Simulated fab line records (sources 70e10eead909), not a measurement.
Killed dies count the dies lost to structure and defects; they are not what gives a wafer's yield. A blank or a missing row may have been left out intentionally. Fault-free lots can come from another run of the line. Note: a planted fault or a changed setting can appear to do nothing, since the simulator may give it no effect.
Chamber matching ; flow nandHarc ; NHARC_P_BONDPAD_DESCUM_11 on rieDiel-05: 4 sister chambers
The step chemistry O2, time 3 s. 4 wafers are shown with their chamber, then 7 later ones without.

== WAFERS, EACH WITH ITS CHAMBER ==
wafer;chamber;drypumpMotorCurrentA (A)
L074.6;2;6.3
L079.1;0;6.3
L083.1;1;5.2
L083.2;3;6.3

== WAFERS WITHOUT THEIR CHAMBER ==
wafer;drypumpMotorCurrentA (A)
L083.6;5.3
L090.1;6.3
L090.3;6.2
L090.6;5.2
L094.1;6.3
L094.2;6.3
L094.5;5.3

== EACH ONE'S CHAMBER ==
wafer;from the rows above;in truth
L083.6;1;1
L090.1;can't be placed: 0 or 2 or 3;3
L090.3;can't be placed: 0 or 2 or 3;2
L090.6;1;1
L094.1;can't be placed: 0 or 2 or 3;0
L094.2;can't be placed: 0 or 2 or 3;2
L094.5;1;1
Placed correctly: 3 of 7. Unplaceable from these rows: 4, with the true chamber sitting among the candidates in 4. Wrongly placed: 0.
How it was worked out, from the rows above alone: a wafer's distance from a chamber is the root of the sum, over the readings, of the square of ((its reading less the chamber's mean) divided by the reading's scatter). The wafer belongs to the nearest chamber; if the next one is less than 2 further off, it can't be placed. The mean given for a chamber averages the wafers shown for that chamber. The scatter: with one shown wafer a chamber, the root of the mean of the squares of how far each hidden wafer lies from its nearest shown one.
